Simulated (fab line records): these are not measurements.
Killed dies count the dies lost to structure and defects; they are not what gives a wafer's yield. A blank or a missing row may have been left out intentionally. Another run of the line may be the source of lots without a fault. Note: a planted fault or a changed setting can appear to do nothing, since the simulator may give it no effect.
The same fault as seen by 3 desks	flow nand harc	each desk holds nothing but its own numbers, with what lay behind them at the end

THE DEFECT DESK
For each lot, the counts of the inspections along the route, averaged over the sampled wafers that have a number. Marked OUT: a lot whose mean sits more than 4 standard deviations from the usual mean, which makes it out of limits; the brackets give that distance.
Columns: A = raw defect count at NHARC_A_BLC_INSPECT_12, usual 89
lot	first seen here	A
L419	day 23 04:54	139
L421	day 23 09:31	139
L420	day 23 14:56	58
L423	day 24 18:06	162
L427	day 25 15:55	79
L426	day 25 18:13	75
L422	day 25 19:29	64
L430	day 27 02:17	88
L429	day 27 09:07	130
L432	day 28 00:01	126
L434	day 28 16:50	25
L433	day 28 17:19	152
L437	day 30 05:02	29
L438	day 30 22:59	72
This desk's finding: nothing out of limits on any of the 14 lots.

DESK OF THE TOOL OWNER: litho track-01
The tool's own readings at NHARC_A_M0_PEB_07 (peb time 65 s): means of the sampled wafers that have a number, for each lot that ran on this tool. Marked OUT: a lot whose mean sits more than 4 standard deviations from the usual mean, which makes it out of limits; the brackets give that distance.
Columns: A = exhaust pa at NHARC_A_M0_PEB_07, usual 45.4 Pa; B = heater power total W at NHARC_A_M0_PEB_07, usual 156.6 W; C = plate temp C at NHARC_A_M0_PEB_07, usual 99.99 C
lot	first seen here	A	B	C
L419	day 23 08:38	46.1	156.5	100.15
L421	day 23 13:21	45.3	156.4	99.93
L423	day 24 21:56	45.6	156.6	99.94
L422	day 25 23:20	44.8	156.4	100.02
L430	day 27 06:10	45.8	156.9	100.00
L433	day 28 21:14	43.2	156.8	100.08
L437	day 30 08:44	44.8	162.6 (+14) OUT	102.72 (+21) OUT
L438	day 31 02:55	45.4	163.1 (+15) OUT	102.97 (+23) OUT
This desk finds L437, L438 out of limits, L437 being first, at day 30 08:44 (heater power total W at NHARC_A_M0_PEB_07). L419, L421, L423, L422, L430, L433: within limits.

FROM THE METROLOGY DESK
What the gauges read for every lot (on any tool): the sampled wafers with a number, averaged. Marked OUT: a lot whose mean sits more than 4 standard deviations from the usual mean, which makes it out of limits; the brackets give that distance.
Columns: A = cd nm at NHARC_A_M0_CD_MEAS_09, usual 80.1 nm
lot	first seen here	A
L419	day 23 08:43	79.9
L421	day 23 13:26	79.7
L420	day 23 18:42	79.7
L423	day 24 22:01	79.5
L427	day 25 20:25	80.6
L426	day 25 22:18	80.0
L422	day 25 23:25	79.5
L430	day 27 06:15	79.7
L429	day 27 13:01	80.8
L432	day 28 03:49	80.0
L434	day 28 21:10	80.3
L433	day 28 21:19	80.0
L437	day 30 08:49	89.7 (+13) OUT
L438	day 31 03:01	87.8 (+11) OUT
This desk finds L437, L438 out of limits, L437 being first, at day 30 08:49 (cd nm at NHARC_A_M0_CD_MEAS_09). L419, L421, L420, L423, L427, L426, L422, L430, L429, L432, L434, L433: within limits.

ALL TOGETHER
The tool owner's desk had the chance to raise an alarm at day 30 08:44 on L437, L438.
The metrology desk could have raised an alarm at day 30 08:49, on L437, L438.
Nothing the defect desk looked at was out of limits.
The defect desk has L437, L438 on record, within its limits.
NHARC_A_M0_PEB_07 was run on litho track-01 by each of the lots named.

WHAT WAS PUT IN BY THE SIMULATOR
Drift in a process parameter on litho track-01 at NHARC_A_M0_PEB_07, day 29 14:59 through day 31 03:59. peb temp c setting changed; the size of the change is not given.
Struck lots among those shown: L437, L438.
Counting hours from when the fault started, the first reading out of limits came at 18 for the tool owner's desk and at 18 for the metrology desk.
